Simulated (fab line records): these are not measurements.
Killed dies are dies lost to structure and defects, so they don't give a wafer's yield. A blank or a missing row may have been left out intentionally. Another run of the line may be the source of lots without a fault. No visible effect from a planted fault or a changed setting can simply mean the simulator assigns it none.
A struck lot beside a sound one -- flow n5-finfet -- 24 out of 1938 route steps
Sound: wafers L916.3, L916.4, L916.6. Wafers struck: L920.2, L920.5, L920.6. At the end, the cause is stated.
Per side, at each step with rows, come the tool, then ch with its chambers, and then its first start. Under that, the readings that differ: sound wafers -- struck wafers -- difference of the means -- sigmas: that difference in standard deviations of wafers without a fault.
alike: same words and numbers on both sides, and readings whose means sit less than 2 such deviations apart. not compared: any withheld reading, any reading some wafer has no value for, any bound like >300 that may hide the same value, and any number with overlapping values for which the record gives no deviation.
A row with sigmas, a row that says differs or no value, or rows on one side alone: a step with any of these is where the two part. Numbers that don't overlap but have no deviation are shown without sigmas and don't part them. A reading that every wafer of one side lacks parts them only if that side has two wafers or more.

N5_BEOL_M10_THK_MEAS_53: measures by xrf.
  sound on film-metro-01, day 10 11:00; struck on film-metro-01, day 11 20:26
  alike: M10_THK
then, 1 step without rows for these wafers: N5_BEOL_M10_PRE_CLEAN_55 (time 15 s).
N5_BEOL_M10_DEP_56: deposits SiCN from 3MS/NH3, target thk 15 nm, time 26.5 s.
  sound on pecvd-04 ch 1,2, day 10 11:04; struck on pecvd-01 ch 1,2, day 11 20:29
  alike: showerhead-plenum-p-Torr, throttle-valve-pct
N5_BEOL_M10_RS_MEAS_57: a four-point-probe measurement.
  sound on film-metro-01, day 10 11:08; struck on film-metro-02, day 11 20:34
  alike: M10_RS
N5_BEOL_M10_INSPECT_58: inspects for defects (darkfield).
  sound on defect-inspect-02, day 10 11:10; struck on defect-inspect-01, day 11 20:35
  alike: raw-defect-count
then, 1 step without rows for these wafers: N5_BEOL_M11_ILD_DEP_00 (deposits SiCOH lowk from DEMS/porogen, target thk 308.51 nm, time 58 s).
N5_BEOL_M11_CURE_71: cures SiCOH lowk, time 240 s.
  sound on uv-cure-02 ch 2, day 10 11:26; struck on uv-cure-01 ch 2, day 11 20:47
  alike: lamp-power-pct, wafer_temp_C_max
N5_BEOL_M11_THK_MEAS_01:
  sound on film-metro-01, day 10 11:47; struck on film-metro-02, day 11 21:13
  alike: M11_ILD_THK
N5_BEOL_M11_PECVD_70: deposits SiO2 from TEOS/O2, target thk 20 nm, time 22.7 s.
  sound on pecvd-02 ch 1,2, day 10 11:49; struck on pecvd-04 ch 0,1, day 11 21:15
  alike: heater-power-w, showerhead-plenum-p-Torr, throttle-valve-pct
N5_BEOL_M11_HM_DEP_02: deposits TiN, target thk 20 nm.
  sound on pvd-sputter-01, day 10 12:37; struck on pvd-sputter-02, day 11 21:49
  alike: throttle-valve-pct
then, 2 steps without rows for these wafers: N5_BEOL_M11_COAT_59 (time 60 s, resist thk 100 nm); N5_BEOL_M11_COAT_60 (time 60 s, resist thk 30 nm).
N5_BEOL_M11_COAT_05: resist thk 90 nm.
  sound on litho-track-03 ch 0, day 10 12:45; struck on litho-track-02 ch 0, day 11 21:57
reading,sound,struck,difference,sigmas
spin-speed-rpm (rpm),1499.1 1500.3 1497.6,1410.5 1408.8 1410.4,-89.1,-81
model.CAR-ArF_of_BEOL_M11_COAT_05.thk-nm (nm),89.8 89.8 89.6,93 93 93,+3,
then, 5 steps without rows for these wafers: N5_BEOL_M11_EBR_07; N5_BEOL_M11_SOFTBAKE_06 (time 60 s); N5_BEOL_M11_EXPOSE_08 (exposes mask M11); N5_BEOL_M11_PEB_09 (peb time 60 s); N5_BEOL_M11_DEVELOP_10 (develop time 30 s).
N5_BEOL_M11_CD_MEAS_11: target cd 64.1 nm.
  sound on cd-sem-02 ch 0, day 10 13:07; struck on cd-sem-01 ch 0, day 11 22:11
  alike: cd-nm
N5_BEOL_M11_OVL_MEAS_12:
  sound on overlay-02 ch 0, day 10 13:09; struck on overlay-01 ch 0, day 11 22:13
  alike: M11_OVL
N5_BEOL_M11_INSPECT_13: inspects for defects (brightfield).
  sound on defect-inspect-02, day 10 13:10; struck on defect-inspect-02, day 11 22:14
  alike: raw-defect-count
then, 1 step without rows for these wafers: N5_BEOL_M11_DESCUM_16 (chemistry O2, time 7.9 s).
N5_BEOL_M11_ETCH_61: etches SiARC in CF4, target depth 39 nm, time 65 s.
  sound on rie-diel-02 ch 0,2,3, day 10 13:17; struck on rie-diel-01 ch 1,2,3, day 11 22:28
reading,sound,struck,difference,sigmas
etch-rf-on-time-s (s),64.5 61.9 64.1,64.9 65.7 65.9,+2.0,+2
model.CAR-ArF_of_BEOL_M11_COAT_05.thk-nm (nm),55.2 55.4 55,58.4 58.6 58.4,+3.3,
  alike: drypump-motor-current-A, oes-product-au, rf-vpp-V, showerhead-plenum-p-Torr, throttle-valve-pct
  not compared: rf-hours-counter-h
N5_BEOL_M11_ETCH_62: etches SOC in N2/H2, target depth 110 nm, overetch 22 nm, time 165 s.
  sound on rie-diel-02 ch 0,2,3, day 10 13:20; struck on rie-diel-01 ch 1,2,3, day 11 22:31
  alike: drypump-motor-current-A, h2-flow-sccm, oes-product-au, rf-vpp-V, showerhead-plenum-p-Torr, temp-c, throttle-valve-pct
  not compared: rf-hours-counter-h

WHERE THEY PART
Last at N5_BEOL_M11_ETCH_61 as far as this record goes, first at N5_BEOL_M11_COAT_05. Later steps at which nothing parts them and some readings are alike: N5_BEOL_M11_ETCH_62.

WHY: what the simulator had put in
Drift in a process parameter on litho-track-02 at N5_BEOL_M11_COAT_05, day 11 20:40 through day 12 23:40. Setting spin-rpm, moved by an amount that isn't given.
